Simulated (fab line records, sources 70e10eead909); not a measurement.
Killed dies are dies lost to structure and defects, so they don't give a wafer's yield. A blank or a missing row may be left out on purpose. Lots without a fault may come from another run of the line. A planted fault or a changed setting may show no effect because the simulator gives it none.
Chamber matching | flow nand_harc | NHARC_A_STAIRCASE_TRIM_187 on rie_diel-05: 4 sister chambers
The step chemistry O2, time 211.2 s. 16 wafers are shown with their chamber, then 8 later ones without.

WAFERS WITH THEIR CHAMBER
wafer  | chamber | showerhead_plenum_p_Torr (Torr) | drypump_motor_current_A (A) | oes_product_au (a.u.)
L079.1 | 2       | 3.55                            | 5.7                         | 1.003
L079.2 | 3       | 3.57                            | 6.3                         | 0.995
L079.3 | 0       | 3.75                            | 6.1                         | 0.995
L081.1 | 1       | 3.71                            | 5.9                         | 0.997
L081.5 | 3       | 3.56                            | 6.2                         | 0.998
L081.6 | 1       | 3.71                            | 5.9                         | 1.002
L083.4 | 2       | 3.54                            | 5.6                         | 1.007
L083.5 | 2       | 3.54                            | 5.7                         | 1.002
L083.6 | 3       | 3.56                            | 6.2                         | 1.002
L085.2 | 3       | 3.56                            | 6.3                         | 1.006
L085.4 | 1       | 3.70                            | 5.9                         | 0.997
L085.6 | 0       | 3.74                            | 6.1                         | 0.994
L087.1 | 0       | 3.74                            | 6.1                         | 1.009
L087.4 | 2       | 3.53                            | 5.6                         | 1.016
L087.6 | 3       | 3.55                            | 6.2                         | 1.007
L091.1 | 0       | 3.73                            | 6.1                         | 0.992

SIGNATURES (means of the wafers above)
reading                  | chamber 0 | chamber 1 | chamber 2 | chamber 3 | scatter within a chamber
showerhead_plenum_p_Torr | 3.7400    | 3.7067    | 3.5400    | 3.5600    | 0.00745
drypump_motor_current_A  | 6.100     | 5.900     | 5.650     | 6.240     | 0.0428
oes_product_au           | 0.99750   | 0.99867   | 1.00700   | 1.00160   | 0.00595
Rule: a wafer's distance from a chamber is the root of the sum, over the readings, of the square of ((its reading less the chamber's mean) divided by the reading's scatter). The wafer belongs to the nearest chamber; if the next one is less than 2 further off, it can't be placed. The scatter: the root of (the sum of the squares of (reading less its chamber's mean) over the shown wafers, divided by (wafers less chambers)).

WAFERS WITHOUT THEIR CHAMBER
wafer  | showerhead_plenum_p_Torr (Torr) | drypump_motor_current_A (A) | oes_product_au (a.u.)
L091.3 | 3.53                            | 5.6                         | 0.989
L091.6 | 3.74                            | 6.1                         | 0.996
L096.3 | 3.53                            | 5.6                         | 1.000
L096.4 | 3.55                            | 6.2                         | 0.988
L096.6 | 3.55                            | 6.2                         | 0.991
L097.3 | 3.73                            | 6.1                         | 0.999
L097.5 | 3.69                            | 5.9                         | 1.002
L097.6 | 3.53                            | 5.6                         | 1.011

WHICH CHAMBER EACH WENT THROUGH
wafer  | from the rows above | in truth
L091.3 | 2                   | 2
L091.6 | 0                   | 0
L096.3 | 2                   | 2
L096.4 | 3                   | 3
L096.6 | 3                   | 3
L097.3 | 0                   | 0
L097.5 | 1                   | 1
L097.6 | 2                   | 2
Placed correctly: 8 of 8. Can't be placed from these rows: 0. Placed wrongly: 0.
